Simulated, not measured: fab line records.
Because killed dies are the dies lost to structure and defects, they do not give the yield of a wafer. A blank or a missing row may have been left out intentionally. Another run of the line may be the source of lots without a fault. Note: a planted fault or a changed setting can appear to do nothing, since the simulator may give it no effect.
Chamber matching | flow n5 finfet | 4 sister chambers for N5_MOL_CONTACT_COAG_CMP_52 on cmp-03
The step polishes, stops on SiO2, t overpolish 1.5 s, target thk 66.5 nm. 8 wafers are shown with their chamber, then 7 later ones without.

## WAFERS WITH THEIR CHAMBER
wafer  | chamber | motor current A (A) | time to endpoint s (s)
L086.1 | 2       | 11.9                | 13.4
L086.5 | 2       | 12.3                | 11.1
L088.2 | 3       | 12.3                | 8.7
L089.2 | 0       | 14.2                | 6.2
L089.4 | 1       | 12.1                | 16.6
L089.6 | 3       | 12.1                | 9.5
L092.2 | 0       | 14.3                | 9.4
L092.5 | 1       | 11.9                | 14.0

## WAFERS WITH NO CHAMBER GIVEN
wafer  | motor current A (A) | time to endpoint s (s)
L092.6 | 14.6                | 5.7
L094.4 | 12.1                | 12.0
L094.5 | 12.7                | 13.3
L094.6 | 11.0                | 12.4
L097.1 | 13.1                | 13.9
L097.4 | 12.0                | 7.0
L097.5 | 14.0                | 6.7

## WHICH CHAMBER EACH WENT THROUGH
wafer  | from the rows above               | in truth
L092.6 | 0                                 | 0
L094.4 | can't be placed: 2 or 3 or 1      | 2
L094.5 | can't be placed: 2 or 3 or 1      | 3
L094.6 | can't be placed: 1 or 2 or 3      | 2
L097.1 | can't be placed: 2 or 3 or 1 or 0 | 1
L097.4 | can't be placed: 3 or 2           | 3
L097.5 | 0                                 | 0
Correct placement for 2 of the 7. Unplaceable from these rows: 5, with the true chamber sitting among the candidates in 5. Wrongly placed: 0.
How it was worked out, from the rows above alone: a wafer's distance from a chamber is the root of the sum, over the readings, of the square of ((its reading less the chamber's mean) divided by the reading's scatter). The wafer belongs to the nearest chamber; if the next one is less than 2 further off, it can't be placed. Each chamber's mean is taken over the wafers shown for it. The scatter: take each reading less its chamber's mean, square it, sum over the shown wafers, divide by the number of wafers less the number of chambers, and take the root.
